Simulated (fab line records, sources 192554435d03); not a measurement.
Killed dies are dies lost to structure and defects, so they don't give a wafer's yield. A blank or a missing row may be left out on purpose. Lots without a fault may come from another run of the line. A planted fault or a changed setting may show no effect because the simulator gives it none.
Which tool did it? | flow n5_finfet | 7 lots, 17 wafers sampled, at 3 steps of a route of 1938

WHAT THE GAUGES READ, wafer by wafer
N5_BEOL_M3_CD_MEAS_28: target cd 25.7 nm, target cd y 23.3 nm.
lot  | measured     | on        | cd_nm (nm)
L117 | day 6 23:50  | cd_sem-03 | 25.54 25.69
L120 | day 7 16:13  | cd_sem-03 | 25.85 25.64 25.55
L124 | day 8 20:13  | cd_sem-02 | 25.84 25.80
L125 | day 8 23:13  | cd_sem-03 | 25.77 25.42
L130 | day 9 23:22  | cd_sem-03 | 25.64 25.49
L131 | day 10 16:01 | cd_sem-02 | 25.29 25.47 25.80
L138 | day 12 02:13 | cd_sem-03 | - - -

WHICH TOOL RAN EACH LOT (tool, then ch and the chambers of the sampled wafers, then the start)
lot  | N5_BEOL_M2_DEP_57             | N5_BEOL_M3_DEVELOP_27
L117 | pecvd-02 ch 0,1, day 6 21:34  | litho_track-03 ch 0, day 6 23:47
L120 | pecvd-02 ch 0,1, day 7 12:59  | litho_track-04 ch 0, day 7 16:10
L124 | pecvd-04 ch 0,2, day 8 16:27  | litho_track-03 ch 0, day 8 20:09
L125 | pecvd-01 ch 2, day 8 20:53    | litho_track-03 ch 0, day 8 23:09
L130 | pecvd-01 ch 2, day 9 20:47    | litho_track-05 ch 0, day 9 23:19
L131 | pecvd-01 ch 0,1, day 10 12:40 | litho_track-03 ch 0, day 10 15:58
L138 | pecvd-02 ch 0,2, day 11 23:23 | litho_track-04, day 12 02:10
- N5_BEOL_M2_DEP_57: deposits SiCN from 3MS/NH3, target thk 8 nm, time 14 s.
- N5_BEOL_M3_DEVELOP_27: develop time 30 s.

THE ANSWER, worked out from the rows above alone
Rule: what is usual is taken from the lots themselves. Put in order of their means at a reading, lots are off if they are a third of the lots or fewer, leave a main group of 4 or more, and stand apart from it by a gap of 3 or more times the standard deviation of the main group's means; of several such gaps the widest counts. A main group whose means are all the same, to the digits that the tables above print for the reading, isn't used. A lot without any number at a reading at which 4 lots or more have one is off too. The other lots that the step has rows for count as sound.
Off: L138, at N5_BEOL_M3_CD_MEAS_28 (cd_nm). Without a number there: L138. The main group: mean 25.63 nm, standard deviation 0.097.
A tool fits if, at a process step before that reading, it ran every lot that is off, and no sound lot after the first of them. The gauges at N5_BEOL_M3_CD_MEAS_28 are tried like those tools. Can't be told from this: 3 tools fit, pecvd-02 at N5_BEOL_M2_DEP_57, litho_track-04 at N5_BEOL_M3_DEVELOP_27, cd_sem-03 at N5_BEOL_M3_CD_MEAS_28.

WHAT THE SIMULATOR HAD PUT IN
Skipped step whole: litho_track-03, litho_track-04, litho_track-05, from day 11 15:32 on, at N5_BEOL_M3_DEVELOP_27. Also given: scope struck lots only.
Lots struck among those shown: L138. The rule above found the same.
